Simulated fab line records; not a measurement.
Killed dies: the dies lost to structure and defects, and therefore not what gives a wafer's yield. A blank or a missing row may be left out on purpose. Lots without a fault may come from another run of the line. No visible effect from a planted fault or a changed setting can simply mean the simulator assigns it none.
Struck lot and sound lot, side by side -- flow nand_harc -- 15 out of 1302 route steps
Sound: wafers L223.2, L223.3, L223.5. Struck: wafer L232.1. (L232.3, L232.4 of the same lot were not struck and are left out.) The cause comes at the end.
Per side, at each step with rows, come the tool, then ch with its chambers, and then its first start. Under that, the readings that differ: sound wafers -- struck wafers -- difference of the means -- sigmas: that difference in standard deviations of wafers without a fault.
alike: readings whose means differ by less than 2 such deviations, and words and numbers that are the same on both sides. not compared: withheld readings, readings that some wafer has no value for, bounds like >300 that may hide the same value, and numbers for which the record gives no deviation and whose values overlap.
Wherever a step has rows on one side only, a row that says differs or no value, or a row with sigmas, the two part there. When numbers do not overlap yet have no deviation, they are printed without sigmas and do not part them. A reading missing from all wafers of one side parts the sides only when that side holds two or more wafers.

first, 4 steps without rows for these wafers: NHARC_P_BONDPAD_EBR_05; NHARC_P_BONDPAD_EXPOSE_06 (exposes mask P BPAD); NHARC_P_BONDPAD_PEB_07 (peb time 80 s); NHARC_P_BONDPAD_DEVELOP_08 (time 50 s).
NHARC_P_BONDPAD_CD_MEAS_09: target cd 500 nm.
  sound on cd_sem-01 ch 0, day 7 15:04; struck on cd_sem-03 ch 0, day 11 20:05
  alike: cd_nm
NHARC_P_BONDPAD_OVL_MEAS_38:
  sound on overlay-01 at day 7 15:09; struck on overlay-02 at day 11 20:10
reading,sound,struck,difference,sigmas
overlay_x_nm (nm),-6 -5 -6,7,+13,+2
  alike: overlay_y_nm
then, 1 step without rows for these wafers: NHARC_P_BONDPAD_HARDBAKE_10 (time 65 s).
NHARC_P_BONDPAD_DESCUM_11: chemistry O2, time 3 s.
  sound on rie_diel-04 ch 2,3, day 7 15:17; struck on rie_diel-02 ch 2, day 11 20:17
reading,sound,struck,difference,sigmas
rf_vpp_V (V),56.6 56.9 57.1,58.7,+1.8,+2
  alike: drypump_motor_current_A, oes_product_au, showerhead_plenum_p_Torr, throttle_valve_pct
  not compared: rf_hours_counter_h
NHARC_P_BONDPAD_ETCH_37: etches the open film in N2/H2, target depth 60 nm, overetch 18 nm, time 65.91 s.
  sound on rie_diel-04 ch 0,1,2, day 7 15:22; struck on rie_diel-02 ch 2, day 11 20:23
  alike: bias_w, drypump_motor_current_A, oes_product_au, rf_vpp_V, run_length_s, showerhead_plenum_p_Torr, throttle_valve_pct
  not compared: rf_hours_counter_h
NHARC_P_BONDPAD_ETCH_12: etches the open film in CHF3/O2, target depth 200 nm, time 100 s.
  sound on rie_diel-04 ch 0,3; struck on rie_diel-02 ch 3
reading,sound,struck,difference,sigmas
bias_w (W),200.7 201.0 200.5,199.2,-1.5,-3
throttle_valve_pct (%),20.551 20.578 20.577,20.591,+0.022,+3
  alike: drypump_motor_current_A, oes_product_au, rf_vpp_V, run_length_s, showerhead_plenum_p_Torr
  not compared: rf_hours_counter_h
NHARC_P_BONDPAD_CD_MEAS_13:
  sound on cd_sem-03 at day 7 15:35; struck on cd_sem-03 at day 11 20:37
  alike: cd_nm
NHARC_P_BONDPAD_STRIP_15: strips in O2.
  sound on rie_diel-02 ch 2,3, day 7 15:41; struck on rie_diel-04 ch 2, day 11 20:41
  alike: drypump_motor_current_A, oes_product_au, rf_vpp_V, showerhead_plenum_p_Torr, throttle_valve_pct
  not compared: rf_hours_counter_h
NHARC_P_BONDPAD_ETCH_24: etches the open film in CF4/N2, target depth 30 nm, time 72.99 s.
  sound on rie_diel-02 ch 1,2,3, day 7 15:50; struck on rie_diel-04 ch 0, day 11 20:50
reading,sound,struck,difference,sigmas
run_length_s (s),94.7 93.3 94.1,77.1,-16.9,-50
throttle_valve_pct (%),19.795 19.780 19.787,19.806,+0.019,+2
  alike: drypump_motor_current_A, oes_product_au, rf_vpp_V, showerhead_plenum_p_Torr
  not compared: bias_w, rf_hours_counter_h
then, 1 step without rows for these wafers: NHARC_P_BONDPAD_STRIP_16 (strips in post etch residue remover, time 600 s).
-- the record jumps here: 18 days lie between the struck wafers' starts before and after (it left off in module P_BONDPAD and takes up again in module END, whose first step shown is number 1302 of the route) --
NHARC_END_SORT_01:
  sound on prober-01 ch 0, day 25 17:37; struck on prober-01 ch 0, day 29 16:13
  alike: defect_limited_yield, killed_at_array, killed_at_other, killed_at_periphery, killed_dies, killed_open, killed_short, sort_bin_2_pct, sort_bin_3_pct, sort_bin_4_pct, sort_n_pass, sort_rim_yield_pct, sort_yield_pct

== WHERE THEY PART ==
Last at NHARC_P_BONDPAD_ETCH_24 as far as this record goes, first at NHARC_P_BONDPAD_OVL_MEAS_38. Later steps at which nothing parts them and some readings are alike: NHARC_END_SORT_01.

WHY: what had been put in by the simulator
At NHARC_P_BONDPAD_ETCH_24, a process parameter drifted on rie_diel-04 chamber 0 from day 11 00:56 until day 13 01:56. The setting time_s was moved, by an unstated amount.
